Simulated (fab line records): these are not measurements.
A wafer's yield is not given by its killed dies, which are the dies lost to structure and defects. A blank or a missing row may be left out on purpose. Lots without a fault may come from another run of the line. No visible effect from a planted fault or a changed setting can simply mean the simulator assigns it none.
Matching of chambers | flow n5-finfet | rie-diel-02 running N5_MOL_CONTACT_COAG_ETCHBACK_135: 4 sister chambers
The step etches SiO2 in CHF3, target depth 25 nm, time 16.7 s. 8 wafers are shown with their chamber, then 7 later ones without.

WAFERS, EACH WITH ITS CHAMBER
wafer  | chamber | drypump-motor-current-A (A) | rf-vpp-V (V)
L075.1 | 0       | 5.0                         | 524
L090.1 | 0       | 5.1                         | 523
L090.6 | 2       | 5.3                         | 513
L092.1 | 3       | 6.4                         | 536
L092.3 | 1       | 5.9                         | 547
L092.4 | 2       | 5.3                         | 513
L094.2 | 3       | 6.4                         | 537
L094.4 | 1       | 5.9                         | 547

WAFERS WITH NO CHAMBER GIVEN
wafer  | drypump-motor-current-A (A) | rf-vpp-V (V)
L094.6 | 6.4                         | 536
L095.3 | 6.4                         | 537
L095.4 | 5.3                         | 513
L095.6 | 5.3                         | 512
L097.4 | 5.1                         | 523
L097.5 | 5.3                         | 513
L097.6 | 6.4                         | 536

WHICH CHAMBER EACH ONE RAN IN
wafer  | from the rows above | in truth
L094.6 | 3                   | 3
L095.3 | 3                   | 3
L095.4 | 2                   | 2
L095.6 | 2                   | 2
L097.4 | 0                   | 0
L097.5 | 2                   | 2
L097.6 | 3                   | 3
Placed correctly: 7 of 7. Left unplaced by these rows: 0. Placed wrongly: 0.
How it was worked out, from the rows above alone: a wafer's distance from a chamber is the root of the sum, over the readings, of the square of ((its reading less the chamber's mean) divided by the reading's scatter). The wafer belongs to the nearest chamber; if the next one is less than 2 further off, it can't be placed. A chamber's mean is the mean of its shown wafers. How the scatter is found: for the shown wafers, subtract from each reading the mean of its chamber, square and add these, divide the total by (wafers less chambers), then take the root.
